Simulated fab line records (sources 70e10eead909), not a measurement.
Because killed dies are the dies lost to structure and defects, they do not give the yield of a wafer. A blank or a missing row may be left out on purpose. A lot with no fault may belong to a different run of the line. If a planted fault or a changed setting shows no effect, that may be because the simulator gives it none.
A lot that was struck, set against a sound lot / flow nandHarc / 38 steps out of a route of 1159
Sound: these wafers, L948.2, L948.3, L948.6. Wafers struck: L940.1, L940.2, L940.3. Last of all comes the cause.
At each step with rows: each side's tool, then ch and its chambers, then its first start. Under that, the readings that differ: sound wafers / struck wafers / difference of the means / sigmas: that difference in standard deviations of wafers without a fault.
alike: readings with means less than 2 such deviations apart, plus words and numbers identical on both sides. not compared: withheld readings, readings lacking a value on some wafer, bounds such as >300 that could conceal the same value, and numbers that have no deviation in the record and whose values overlap.
The two part at a step that has a row with sigmas, a row that says differs or no value, or rows on one side only. Numbers that don't overlap but have no deviation are shown without sigmas and don't part them. A reading that every wafer of one side lacks parts them only if that side has two wafers or more.

first, 8 steps without rows for these wafers: NHARC_A_STAIRCASE_HMDS_303 (time 30 s); NHARC_A_STAIRCASE_COAT_304; NHARC_A_STAIRCASE_SOFTBAKE_305 (time 170 s); NHARC_A_STAIRCASE_EBR_306; NHARC_A_STAIRCASE_EXPOSE_307 (exposes mask CHOP 50); NHARC_A_STAIRCASE_PEB_308 (peb time 130 s); NHARC_A_STAIRCASE_DEVELOP_309 (time 140 s); NHARC_A_STAIRCASE_HARDBAKE_311 (time 140 s).
NHARC_A_STAIRCASE_DESCUM_312: chemistry O2, time 3 s.
  sound on rieDiel-02 ch 0,2,3, day 15 05:34; struck on rieDiel-10 ch 0,1,2, day 14 02:27
  alike: drypumpMotorCurrentA, oesProductAu, rfVppV, showerheadPlenumPTorr, throttleValvePct
  not compared: rfHoursCounterH
then, 2 steps without rows for these wafers: NHARC_A_STAIRCASE_ETCH_313 (etches the open film in CF4/CHF3); NHARC_A_STAIRCASE_HM_OPEN_463 (chemistry O2/COS).
NHARC_A_STAIRCASE_STRIP_464: strips in O2/COS.
  sound on rieDiel-02 ch 1,2,3, day 15 06:33; struck on rieDiel-10 ch 0,1,2, day 14 02:58
then, 1 step without rows for these wafers: NHARC_A_STAIRCASE_ETCH_453 (etches the open film in CF4/O2, target depth 30 nm, overetch 3 nm, time 16.5 s).
NHARC_A_STAIRCASE_ETCH_315: etches the open film in C4F8/O2/Ar, target depth 2500 nm, time 607.1 s.
  sound: rieDiel-02 ch 1,2; struck: rieDiel-10 ch 0,1,3
  alike: oesProductAu, rfVppV
  not compared: rfHoursCounterH
then, 6 steps without rows for these wafers: NHARC_A_STAIRCASE_STRIP_316 (strips in O2); NHARC_A_STAIRCASE_STRIP_317 (strips in SPM, time 900 s); NHARC_A_STAIRCASE_PRECLEAN_318 (cleans in SC1); NHARC_A_STAIRCASE_SRD_329; NHARC_A_STAIRCASE_ALD_415 (deposits SiO2, target thk 30 nm, pulse time 6 s, ald cycles 300); NHARC_A_STAIRCASE_ETCHBACK_416 (etches the open film in C4F8/O2/Ar, target depth 36 nm, time 7.2 s).
NHARC_A_STAIRCASE_STRIP_476: strips in O2, time 20 s.
  sound on rieDiel-06 ch 1,2,3, day 15 10:12; struck on rieDiel-02 ch 0,2,3, day 14 07:19
  alike: drypumpMotorCurrentA, oesProductAu, rfVppV, showerheadPlenumPTorr, throttleValvePct
  not compared: rfHoursCounterH
then, 8 steps without rows for these wafers: NHARC_A_STAIRCASE_DEP_417 (deposits Si3N4, target thk 60 nm); NHARC_A_STAIRCASE_WET_418 (chemistry H3PO4, target depth 20 nm); NHARC_A_STAIRCASE_PRECLEAN_419 (cleans in SC1); NHARC_A_STAIRCASE_SRD_421; NHARC_A_STAIRCASE_ALD_420 (deposits SiO2, target thk 20 nm, pulse time 6 s, ald cycles 200); NHARC_A_STAIRCASE_CVD_552 (deposits SiNx, target thk 40 nm); NHARC_A_STAIRCASE_DEP_151 (deposits SiO2, target thk 3800 nm); NHARC_A_STAIRCASE_ANNEAL_320 (time 1800 s).
NHARC_A_STAIRCASE_DEP_322: deposits SiO2, target thk 3800 nm.
  sound on pecvd-03 ch 0,1, day 16 05:24; struck on pecvd-04 ch 0,1,2, day 15 03:34
  alike: heaterPowerW
then, 1 step without rows for these wafers: NHARC_A_STAIRCASE_ANNEAL_323 (time 1800 s).
NHARC_A_STAIRCASE_DEP_325: deposits SiO2, target thk 3800 nm.
  sound on pecvd-04 ch 0,1,2, day 16 13:16; struck on pecvd-04 ch 0,1,2, day 15 12:28
  alike: heaterPowerW
then, 5 steps without rows for these wafers: NHARC_A_STAIRCASE_ANNEAL_326 (time 1800 s); NHARC_A_STAIRCASE_DEHYDRATE_433 (time 120 s); NHARC_A_STAIRCASE_HMDS_434 (time 30 s); NHARC_A_STAIRCASE_COAT_435; NHARC_A_STAIRCASE_SOFTBAKE_436 (time 170 s).
-- jump in the record: it breaks off in module A_STAIRCASE and resumes in module END (first step shown: number 1159 of the route), and 6 days separate the struck wafers' starts before and after --
NHARC_END_SORT_01:
  sound on prober-02 ch 0, day 23 12:23; struck on prober-01 ch 0, day 21 19:26
reading=killedAtArray; sound=28 27 26; struck=94 98 63; difference=+58; sigmas=+6
reading=killedDies; sound=29 30 30; struck=96 99 66; difference=+57; sigmas=+6
  alike: killedAtOther, killedAtPeriphery, killedOpen, killedShort

## WHERE THEY PART
Within this record, at NHARC_END_SORT_01 only.

WHY: what the simulator had put in
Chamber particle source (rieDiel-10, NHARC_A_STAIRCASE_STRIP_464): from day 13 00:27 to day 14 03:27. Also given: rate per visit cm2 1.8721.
